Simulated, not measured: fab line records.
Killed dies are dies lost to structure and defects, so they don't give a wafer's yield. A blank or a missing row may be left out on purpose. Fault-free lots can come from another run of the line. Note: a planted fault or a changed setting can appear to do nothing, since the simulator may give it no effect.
Matching of chambers -- flow nand-harc -- 4 sister chambers for NHARC_A_STAIRCASE_DESCUM_443 on rie-diel-01
The step chemistry O2, time 3 s. 16 wafers are shown with their chamber, then 8 later ones without.

WAFERS PAIRED WITH THEIR CHAMBERS
wafer,chamber,showerhead-plenum-p-Torr (Torr),chamber-pressure-mTorr (mTorr),rf-vpp-V (V)
L076.1,1,1.80,59.97,56.6
L076.2,2,1.94,60.00,57.1
L076.6,0,1.99,59.99,57.7
L078.3,2,1.94,60.05,57.7
L078.4,0,1.99,60.03,57.2
L078.5,3,2.00,59.92,57.2
L080.1,2,1.94,59.91,58.7
L080.2,3,2.00,59.96,57.8
L080.3,0,1.99,60.12,60.1
L087.1,1,1.80,59.98,57.8
L087.4,2,1.93,59.93,59.3
L087.5,0,1.99,59.98,57.9
L089.1,3,1.99,60.00,59.0
L089.4,2,1.93,59.96,57.9
L089.5,3,1.99,59.95,58.3
L091.2,0,1.98,59.94,56.6

SIGNATURES (means of the wafers above)
reading,chamber 0,chamber 1,chamber 2,chamber 3,scatter within a chamber
showerhead-plenum-p-Torr,1.9880,1.8000,1.9360,1.9950,0.005
chamber-pressure-mTorr,60.0120,59.9750,59.9700,59.9575,0.0537
rf-vpp-V,57.900,57.200,58.140,58.075,1.02
Rule: for a wafer and a chamber, the distance is found by dividing, reading by reading, the gap between the wafer's reading and the chamber's mean by the reading's scatter, squaring, summing and taking the root. If the next closest chamber is less than 2 further off than the closest, the wafer can't be placed; otherwise it belongs to the closest. The scatter: take each reading less its chamber's mean, square it, sum over the shown wafers, divide by the number of wafers less the number of chambers, and take the root.

WAFERS WITHOUT THEIR CHAMBER
wafer,showerhead-plenum-p-Torr (Torr),chamber-pressure-mTorr (mTorr),rf-vpp-V (V)
L091.4,1.99,59.90,56.3
L091.6,1.99,59.99,57.9
L094.4,1.98,59.93,57.8
L094.5,1.99,59.97,57.3
L094.6,1.98,59.94,56.4
L097.3,1.99,59.95,58.9
L097.4,1.79,60.10,57.6
L097.6,1.79,60.00,57.7

EACH ONE'S CHAMBER
wafer,from the rows above,in truth
L091.4,can't be placed: 3 or 0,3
L091.6,can't be placed: 0 or 3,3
L094.4,can't be placed: 0 or 3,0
L094.5,can't be placed: 0 or 3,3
L094.6,can't be placed: 0 or 3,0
L097.3,can't be placed: 3 or 0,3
L097.4,1,1
L097.6,1,1
Correctly placed: 2 of 8. These rows do not allow placing 6 (true chamber among the candidates in 6). Wrongly placed: 0.
